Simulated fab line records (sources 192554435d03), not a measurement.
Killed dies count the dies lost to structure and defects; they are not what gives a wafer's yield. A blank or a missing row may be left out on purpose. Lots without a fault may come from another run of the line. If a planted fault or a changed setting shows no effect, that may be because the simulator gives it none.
What tool caused it? / flow n5-finfet / 33 wafers sampled from 11 lots at 1 step of a route of 1938

WHAT THE GAUGES READ, wafer by wafer
N5_START_INSPECT_01: inspects for defects (unpatterned scan).
lot=L611; measured=day 1 12:02; on=defect-inspect-02; raw-defect-count=4 7 5
lot=L615; measured=day 2 12:02; on=defect-inspect-02; raw-defect-count=8 7 9
lot=L617; measured=day 3 00:02; on=defect-inspect-02; raw-defect-count=9 8 8
lot=L620; measured=day 3 18:02; on=defect-inspect-02; raw-defect-count=6 4 8
lot=L622; measured=day 4 06:02; on=defect-inspect-01; raw-defect-count=5 9 6
lot=L623; measured=day 4 12:02; on=defect-inspect-01; raw-defect-count=7 3 9
lot=L627; measured=day 5 12:02; on=defect-inspect-02; raw-defect-count=4 9 4
lot=L629; measured=day 6 00:02; on=defect-inspect-02; raw-defect-count=7 5 9
lot=L632; measured=day 6 18:02; on=defect-inspect-02; raw-defect-count=9 2 2
lot=L633; measured=day 7 00:02; on=defect-inspect-01; raw-defect-count=5 6 4
lot=L634; measured=day 7 06:02; on=defect-inspect-01; raw-defect-count=10 8 2

WHAT TOOL EACH LOT RAN ON (gives the tool, then ch and the chambers of the sampled wafers, and finally the start)
There is no process step in the record ahead of these readings.

THE ANSWER, worked out from the rows above alone
Rule: the lots themselves supply what counts as usual. The widest of any qualifying gaps counts: lots, ordered by their means at a reading, are off when they make up no more than a third of the lots, leave a main group of 4 or more, and stand apart from it by 3 or more times the standard deviation of that group's means. Not used: any main group whose means are identical at the precision the tables above print for the reading. A lot without any number at a reading at which 4 lots or more have one is off too. The other lots that the step has rows for count as sound.
Nothing can be told from this: no lot is off at any reading shown.

WHAT THE SIMULATOR HAD PUT IN
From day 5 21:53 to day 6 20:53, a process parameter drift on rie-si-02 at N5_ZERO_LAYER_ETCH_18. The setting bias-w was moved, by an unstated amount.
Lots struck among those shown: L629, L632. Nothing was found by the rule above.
